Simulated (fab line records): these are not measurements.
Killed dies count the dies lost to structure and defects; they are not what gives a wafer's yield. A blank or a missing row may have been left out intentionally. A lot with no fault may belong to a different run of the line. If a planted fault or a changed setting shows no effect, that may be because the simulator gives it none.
A lot that was struck, set against a sound lot	flow nandHarc	18 steps out of a route of 1302
Sound: these wafers, L509.2, L509.5, L509.6. Wafers struck: L510.2, L510.3, L510.6. At the end, the cause is stated.
Per side, at each step with rows, come the tool, then ch with its chambers, and then its first start. Under that, the readings that differ: sound wafers	struck wafers	difference of the means	sigmas: that difference in standard deviations of wafers without a fault.
alike: same words and numbers on both sides, and readings whose means sit less than 2 such deviations apart. not compared: any withheld reading, any reading some wafer has no value for, any bound like >300 that may hide the same value, and any number with overlapping values for which the record gives no deviation.
A row with sigmas, a row that says differs or no value, or rows on one side alone: a step with any of these is where the two part. Numbers that don't overlap but have no deviation are shown without sigmas and don't part them. A reading that every wafer of one side lacks parts them only if that side has two wafers or more.

NHARC_P_GATE_ALD_36: deposits SiNx, target thk 20 nm, pulse time 60 s, ald cycles 223.
  sound on aldSin-02 ch 0,3, day 5 20:09; struck on aldSin-03 ch 0,2,3, day 6 16:14
  alike: heaterPowerW, precursorPulseHeightRel
NHARC_P_GATE_ETCHBACK_37: etches the open film in CHF3/O2, target depth 34.5 nm, time 17.2 s.
  sound: rieDiel-10 ch 0,1,2; struck: rieDiel-05 ch 0,1,2
  alike: chf3FlowSccm, drypumpMotorCurrentA, mfcArSccm, oesProductAu, rfVppV, showerheadPlenumPTorr, throttleValvePct
  not compared: rfHoursCounterH
NHARC_P_GATE_STRIP_101: strips in O2, time 20 s.
  sound on rieDiel-10 ch 2,3, day 6 04:43; struck on rieDiel-05 ch 0,2,3, day 6 23:46
  alike: drypumpMotorCurrentA, mfcArSccm, oesProductAu, rfVppV, showerheadPlenumPTorr, throttleValvePct
  not compared: rfHoursCounterH
then, 9 steps without rows for these wafers: NHARC_P_GATE_PRECLEAN_97 (cleans in SPM, time 600 s); NHARC_P_GATE_SRD_98; NHARC_P_GATE_PRECLEAN_99 (cleans in SC1); NHARC_P_GATE_SRD_100; NHARC_P_GATE_DEHYDRATE_38 (time 120 s); NHARC_P_GATE_HMDS_39 (time 30 s); NHARC_P_GATE_COAT_40; NHARC_P_GATE_SOFTBAKE_41 (time 95 s); NHARC_P_GATE_EBR_42.
NHARC_P_GATE_EXPOSE_43: exposes mask P NSD, target cd 720 nm.
  sound on krfScanner-02 ch 0, day 6 05:34; struck on krfScanner-03 ch 0, day 7 00:31
reading	sound	struck	difference	sigmas
mask	P_NSD#0 P_NSD#0 P_NSD#0	P_NSD_R1#0 P_NSD_R1#0 P_NSD_R1#0	differs	
then, 2 steps without rows for these wafers: NHARC_P_GATE_PEB_44 (peb time 85 s); NHARC_P_GATE_DEVELOP_45 (time 70 s).
NHARC_P_GATE_CD_MEAS_46: target cd 720 nm.
  sound on cdSem-02 ch 0, day 6 05:43; struck on cdSem-01 ch 0
reading	sound	struck	difference	sigmas
cdNm (nm)	715.8 717.6 717.2	710.6 710.9 707.6	-7.2	-3
  not compared: hold
NHARC_P_GATE_DESCUM_48: chemistry O2, time 3 s.
  sound on rieDiel-09 ch 0,1,2, day 6 05:54; struck on rieDiel-10 ch 0,2, day 7 02:58
reading	sound	struck	difference	sigmas
rfVppV (V)	57.6 59.7 59.4	57.4 56.6 56.7	-2.0	-2
model.P_GATE.cdNm (nm)	716 717.8 717.8	709.7 710.4 707	-8.2	
  alike: drypumpMotorCurrentA, mfcArSccm, oesProductAu, showerheadPlenumPTorr, throttleValvePct
  not compared: rfHoursCounterH
then, 1 step without rows for these wafers: NHARC_P_GATE_IMPLANT_49.

## WHERE THEY PART
At NHARC_P_GATE_EXPOSE_43 first; at NHARC_P_GATE_DESCUM_48 last (within this record only).

WHY: whatever the simulator had introduced
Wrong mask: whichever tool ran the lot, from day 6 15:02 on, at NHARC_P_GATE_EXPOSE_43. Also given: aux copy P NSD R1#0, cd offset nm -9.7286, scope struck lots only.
